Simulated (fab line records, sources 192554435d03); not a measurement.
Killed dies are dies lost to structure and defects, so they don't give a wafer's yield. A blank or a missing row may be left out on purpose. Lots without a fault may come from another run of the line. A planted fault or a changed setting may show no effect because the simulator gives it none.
fab line records | flow n5_finfet
record lots=9 wafers=27 last_day=18
route steps=1938 shown DUMMY_REMOVAL@377 HKMG_FIN@412 BEOL_M4@1111
lots that met no fault: from a run of the same line without faults
start_h: hours from the record's first day to the start of the lot's first wafer shown | wait_h: hours since the lot's step before | " the same as in the row above | L1.1+2: a row that stands for several wafers | - no value, or no start given | * or withheld: withheld | < > ~ a bound
route shown NAME@n: a module of which the file shows steps, and the number in the route of the first | usual: mean/standard deviation of fault-free wafers | same: alike in all rows | chamber/n: place in a boat | sites: the reading at each site | _std_site: their standard deviation | _edge_site: outer sites' mean less inner sites' | radius_mm: how far each site lies from the wafer's centre | mask NAME#n: copy n | behind: the tool/chamber that last shaped the wafer | hold: why the lot was held/for how many hours/how that ended | device: the transistor (n, p or np) that didn't switch | end of line: the same wafers' tests at the end of the route | a step without rows: its recipe alone | killed: dies lost to structure and defects at the first sort, not the wafer's yield | map: a wafer's dies, x killed, . not, _ none there
set.NAME: the setting as run; set.NAME@STEP: as run at that earlier step | model.NAME: the simulator's own value behind a step, which no gauge read
steps of the route over a sample of lots; a table a step, a row a wafer
services: from which hour (start_h, from the record's first day; less than 0 if before it) a tool's chamber was out of use, for how many hours, and why
## steps
# step N5_DUMMY_REMOVAL_HM_STRIP_01
# recipe chemistry=CH3F/O2 material=SiNx target_depth_a=40 stop_on=poly-Si time_s=6.8 over_etch_frac=0.3 ion_energy_ev=60 power_w=410 bias_w=29 Ar_flow_sccm=150 CH3F_flow_sccm=30 O2_flow_sccm=20
# usual O2_flow_sccm=20.00/0.057 drypump_motor_current_A=5.5/0.47 oes_product_au=0.62/0.045 rf_vpp_V=127.1/1.1 showerhead_plenum_p_Torr=1.97/0.075 throttle_valve_pct=16.26/0.18
# columns lot.wafer tool chamber start_h wait_h O2_flow_sccm drypump_motor_current_A oes_product_au rf_hours_counter_h rf_vpp_V showerhead_plenum_p_Torr throttle_valve_pct
L322.1 rie_diel-06 2 68.57 0.0 20.03 5.0 0.63 118 127.5 1.94 16.26
L322.4 " 0 " " 20.03 5.5 0.61 127 125.3 2.01 16.59
L322.5 " 2 " " 19.93 5.0 0.62 - 125.9 1.93 16.28
L323.2 rie_diel-01 3 74.18 0.0 20.06 5.8 0.59 203 127.6 1.99 16.39
L323.3 " 1 " " 19.87 4.7 0.59 157 127.8 2.09 16.54
L323.6 " 0 " " 19.94 5.4 0.67 - 127.5 1.87 16.07
L324.2 rie_diel-02 0 82.51 0.2 20.11 5.2 0.74 21 130.2 2.13 15.91
L324.4 " 3 " " 19.96 5.9 0.65 113 127.4 2.02 16.22
L324.6 " 0 " " 20.05 5.2 0.74 - 128.0 2.13 15.92
L330.1 rie_diel-06 3 122.96 0.0 20.00 5.6 0.56 210 126.3 1.90 16.26
L330.5 " 2 " " 20.04 5.0 0.61 - 126.6 1.93 16.31
L330.6 " 3 " " 20.02 5.6 0.56 - 126.5 1.90 16.28
L335.2 rie_diel-06 2 147.10 0.0 19.91 5.0 0.61 143 126.6 1.93 16.32
L335.4 " 0 " " 20.02 5.5 0.60 150 125.8 2.00 16.64
L335.6 " 3 " " 19.96 5.6 0.55 - 125.7 1.90 16.29
L338.2 rie_diel-02 1 164.87 0.0 20.00 6.3 0.63 145 126.7 1.92 16.13
L338.3 " 2 " " 19.99 5.1 0.61 155 127.0 1.92 16.26
L338.4 " 3 " " 19.98 5.9 0.63 135 128.4 2.01 16.26
L339.2 rie_diel-06 3 173.83 0.1 19.95 5.6 0.56 229 126.3 1.89 16.31
L339.3 " 2 " " 20.05 5.0 0.61 153 126.3 1.92 16.32
L339.5 " 3 " " 19.95 5.6 0.55 - 124.9 1.89 16.30
L342.2 rie_diel-02 2 189.84 0.0 19.96 5.1 0.60 162 127.7 1.91 16.26
L342.3 " 1 " " 19.96 6.3 0.63 152 125.8 1.91 16.14
L342.4 " 0 " " 20.01 5.3 0.70 49 128.9 2.12 15.96
L344.1 rie_diel-06 0 203.18 0.0 19.99 5.5 0.59 164 127.0 2.00 16.66
L344.3 " 3 " " 20.02 5.6 0.55 237 128.7 1.89 16.32
L344.5 " 3 " " 20.03 5.6 0.55 - 126.2 1.89 16.33
# step N5_HKMG_FIN_ALD_79
# recipe material=TiN target_thk_a=15 temp_c=400 ald_precursor_family=TiCl4 ald_co_reactant=NH3 pulse_time_s=1 purge_time_s=3 co_reactant_purge_time_s=2 co_reactant_pulse_time_s=2 ald_cycles=68 pressure_torr=3
# usual ald_cycles=68/0 heater_power_w=896/80 precursor_pulse_height_rel=1.001/0.021 susceptor_temp_C=399.99/0.22
# same pulse_time_s=1
# columns lot.wafer tool chamber start_h wait_h ald_cycles heater_power_w precursor_pulse_height_rel susceptor_temp_C
L322.1 ald_metal-01 3 72.14 0.0 68 978 0.982 400.01
L322.4 " 0 " " 68 890 0.961 399.80
L322.5 " 1 " " 68 999 0.981 400.37
L323.2 ald_metal-03 0 77.51 0.0 68 816 1.014 399.89
L323.3 " 2 " " 68 803 0.990 400.02
L323.6 " 0 " " 68 805 0.982 400.33
L324.2 ald_metal-01 0 85.49 0.0 68 883 1.007 399.66
L324.4 " 2 " " 68 920 0.993 400.04
L324.6 " 3 " " 68 981 1.029 400.29
L330.1 ald_metal-01 2 126.04 0.0 68 906 1.039 400.32
L330.5 " 2 " " 73 928 0.985 400.17
L330.6 " 1 " " 68 983 1.033 400.01
L335.2 ald_metal-01 3 150.32 0.0 73 980 1.044 399.85
L335.4 " 0 " " 68 915 1.009 399.89
L335.6 " 1 " " 68 1003 0.972 400.06
L338.2 ald_metal-02 3 168.12 0.0 68 925 0.980 399.77
L338.3 " 1 " " 68 886 1.020 399.56
L338.4 " 0 " " 68 839 1.012 399.92
L339.2 ald_metal-03 0 176.80 0.0 68 801 1.008 399.76
L339.3 " 1 " " 68 1012 1.013 400.29
L339.5 " 2 " " 68 802 1.021 400.12
L342.2 ald_metal-03 0 193.19 0.0 68 812 1.006 399.97
L342.3 " 3 " " 68 836 1.019 400.06
L342.4 " 2 " " 68 810 1.009 400.16
L344.1 ald_metal-03 0 206.31 0.0 68 832 1.018 399.71
L344.3 " 1 " " 68 1045 0.992 400.28
L344.5 " 0 " " 68 840 1.047 399.87
# step N5_HKMG_FIN_ALD_36
# recipe material=TiN target_thk_a=10 temp_c=400 ald_precursor_family=TiCl4 ald_co_reactant=NH3 pulse_time_s=1 purge_time_s=3 co_reactant_purge_time_s=2 co_reactant_pulse_time_s=2 ald_cycles=47 pressure_torr=3
# usual ald_cycles=47/0 heater_power_w=902/76 precursor_pulse_height_rel=1.001/0.019 susceptor_temp_C=399.99/0.2
# same pulse_time_s=1
# columns lot.wafer tool chamber start_h wait_h ald_cycles heater_power_w precursor_pulse_height_rel susceptor_temp_C
L322.1 ald_metal-03 3 72.95 0.0 47 825 0.967 399.68
L322.4 " 1 " " 47 1049 1.013 400.35
L322.5 " 0 " " 47 826 1.000 399.82
L323.2 ald_metal-01 3 78.37 0.0 47 1007 1.004 399.95
L323.3 " 1 " " 47 1012 1.018 399.87
L323.6 " 3 " " 47 999 1.028 399.91
L324.2 ald_metal-02 3 86.24 0.0 47 939 0.993 400.04
L324.4 " 3 " " 47 917 0.985 400.00
L324.6 " 0 " " 47 873 1.004 400.13
L330.1 ald_metal-03 0 126.82 0.0 47 811 1.013 399.78
L330.5 " 0 " " 47 830 0.973 400.22
L330.6 " 2 " " 47 842 0.997 399.79
L335.2 ald_metal-01 0 151.08 0.0 47 886 1.021 399.94
L335.4 " 1 " " 47 1042 1.010 400.08
L335.6 " 3 " " 47 985 0.961 400.31
L338.2 ald_metal-01 3 169.45 0.0 47 959 1.005 399.83
L338.3 " 1 " " 47 982 1.006 399.83
L338.4 " 2 " " 47 908 1.005 400.13
L339.2 ald_metal-02 1 177.56 0.0 47 877 1.016 399.95
L339.3 " 0 " " 47 868 0.998 399.62
L339.5 " 2 " " 47 809 1.025 399.89
L342.2 ald_metal-03 1 194.15 0.2 47 1031 1.007 399.84
L342.3 " 2 " " 47 813 1.006 399.94
L342.4 " 0 " " 47 817 1.011 400.20
L344.1 ald_metal-02 1 207.20 0.0 47 894 1.007 400.28
L344.3 " 3 " " 47 935 0.969 399.48
L344.5 " 2 " " 47 803 0.991 400.00
# step N5_HKMG_FIN_CD_MEAS_12
# recipe target_cd_nm=92.8 landing_energy_ev=500 detector=se_inlens
# usual cd_nm=92.9/0.54
# columns lot.wafer tool chamber start_h wait_h cd_nm
L322.1 cd_sem-03 0 73.98 - 92.8
L322.4 " 0 " " 93.9
L322.5 " 0 " " 93.8
L323.2 cd_sem-01 0 79.40 - 92.5
L323.3 " 0 " " 92.9
L323.6 " 0 " " 93.1
L324.2 cd_sem-01 0 87.40 - 92.7
L324.4 " 0 " " 93.1
L324.6 " 0 " " 92.9
L330.1 cd_sem-03 0 127.97 - 93.0
L330.5 " 0 " " 92.9
L330.6 " 0 " " 92.8
L335.2 cd_sem-02 0 152.11 - 92.9
L335.4 " 0 " " 92.4
L335.6 " 0 " " 92.8
L338.2 cd_sem-01 0 170.50 - 93.1
L338.3 " 0 " " 93.0
L338.4 " 0 " " 93.1
L339.2 cd_sem-02 0 178.72 - 92.7
L339.3 " 0 " " 92.1
L339.5 " 0 " " 92.3
L342.2 cd_sem-02 0 195.18 - 92.2
L342.3 " 0 " " 92.6
L342.4 " 0 " " 91.9
L344.1 cd_sem-02 0 208.23 - 93.3
L344.3 " 0 " " 93.1
L344.5 " 0 " " 93.2
# step N5_BEOL_M4_RC_MEAS_101
# usual DIBL_N=36.5/1.4 DIBL_P=36.9/1.7 IOFF_N=0.163/0.023 IOFF_P=0.22/0.032 ION_N=673/9 ION_P=462/7.5 SS_N=71.6/0.54 SS_P=73.4/0.62 VT_N=249.8/2.8 VT_P=-250/3.5
# columns lot.wafer tool chamber start_h wait_h DIBL_N[mV/V] DIBL_P[mV/V] IOFF_N[nA/um] IOFF_P[nA/um] ION_N[uA/um] ION_P[uA/um] SS_N[mV/dec] SS_P[mV/dec] VT_N[mV] VT_P[mV]
L322.1 prober-02 0 164.82 0.0 35.6 35.4 0.143 0.19 663 459 71.8 73.3 252.3 -255
L322.4 " 0 " " 36.6 36.4 0.167 0.20 665 450 72.1 73.2 249.5 -253
L322.5 " 0 " " 35.5 35.4 0.149 0.19 674 461 71.7 72.7 251.7 -255
L323.2 prober-01 0 167.30 0.2 35.0 35.9 0.143 0.21 657 457 71.2 73.6 253.3 -248
L323.3 " 0 " " 37.3 38.7 0.184 0.26 680 468 71.9 74.2 247.2 -245
L323.6 " 0 " " 36.1 37.2 0.163 0.23 663 460 72.0 73.8 250.5 -249
L324.2 prober-02 0 182.56 0.2 36.8 36.5 0.161 0.26 684 479 71.6 73.5 249.2 -243
L324.4 " 0 " " 37.5 36.5 0.173 0.25 680 475 72.0 73.7 247.9 -248
L324.6 " 0 " " 38.1 37.9 0.186 0.29 689 482 71.9 73.7 245.9 -244
L330.1 prober-01 0 213.11 0.0 36.0 37.5 0.176 0.25 676 468 71.8 74.1 248.6 -244
L330.5 " 0 " " 35.9 37.3 0.175 0.26 672 470 71.7 74.2 246.5 -248
L330.6 " 0 " " 36.5 37.8 0.187 0.27 679 469 73.1 73.4 249.4 -246
L335.2 prober-02 0 250.79 0.2 37.1 35.0 0.148 0.18 664 448 71.5 73.0 250.4 -255
L335.4 " 0 " " 38.6 37.5 0.184 0.22 675 455 71.8 74.8 249.4 -252
L335.6 " 0 " " 38.2 36.8 0.174 0.20 683 454 71.9 73.5 248.8 -253
L338.2 prober-02 0 272.90 0.2 38.2 39.0 0.202 0.26 680 470 71.1 73.4 245.6 -246
L338.3 " 0 " " 35.8 36.5 0.160 0.21 660 454 71.4 72.9 248.4 -249
L338.4 " 0 " " 35.6 35.4 0.148 0.19 676 460 71.3 73.3 250.4 -252
L339.2 prober-02 0 276.68 0.2 36.8 38.5 0.174 0.21 686 462 71.9 73.5 247.8 -251
L339.3 " 0 " " 36.8 38.7 0.182 0.24 684 470 71.7 73.6 248.8 -248
L339.5 " 0 " " 37.8 40.1 0.198 0.25 688 467 72.4 73.6 244.6 -246
L342.2 prober-02 0 282.28 0.2 37.8 39.6 0.191 0.22 679 457 71.9 74.2 247.5 -252
L342.3 " 0 " " 35.1 36.1 0.142 0.17 671 448 71.0 73.7 251.1 -258
L342.4 " 0 " " 34.4 35.9 0.128 0.17 656 454 70.8 73.8 255.7 -254
L344.1 prober-02 0 309.87 0.0 37.4 36.8 0.154 0.21 669 464 71.8 73.0 251.2 -249
L344.3 " 0 " " 35.0 33.4 0.117 0.16 668 456 71.4 72.8 254.7 -253
L344.5 " 0 " " 37.4 36.2 0.156 0.20 664 455 71.9 73.4 252.8 -249
## services
# columns tool chamber start_h hours kind
ald_metal-01 1 67.16 - calibration
ald_metal-02 2 79.18 7.7 repair
ald_metal-02 1 83.73 5.2 repair
rie_diel-01 - 89.90 2.8 pm
rie_diel-02 0 100.79 3.5 repair
rie_diel-02 0 104.59 9.6 repair
ald_metal-01 0 107.44 20.9 repair
ald_metal-03 1 113.25 24.0 repair
ald_metal-03 2 116.12 4.3 repair
rie_diel-02 3 125.78 8.9 repair
ald_metal-03 2 139.43 27.2 repair
ald_metal-02 - 148.37 1.7 repair
rie_diel-06 0 161.86 8.2 repair
ald_metal-01 - 202.06 2.8 pm
## key
first_sign step=N5_HKMG_FIN_ALD_79 reading=ald_cycles direction=up sigmas=99+ usual=* struck=*
effect none on later readings
met_at N5_HKMG_FIN_ALD_79
struck_lots L330,L335
struck_wafers L330.5,L335.2
not_acting_at N5_DUMMY_REMOVAL_HM_STRIP_01,N5_HKMG_FIN_ALD_36,N5_HKMG_FIN_CD_MEAS_12
onset_between 85.49 126.04
fault kind=process_parameter_drift tool=ald_metal-01 chamber=- onset_h=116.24 steps=N5_HKMG_FIN_ALD_79 channel=ald_cycles offset=* shape=step end_h=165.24 scope=struck_wafers_only acts_in=* stated=*
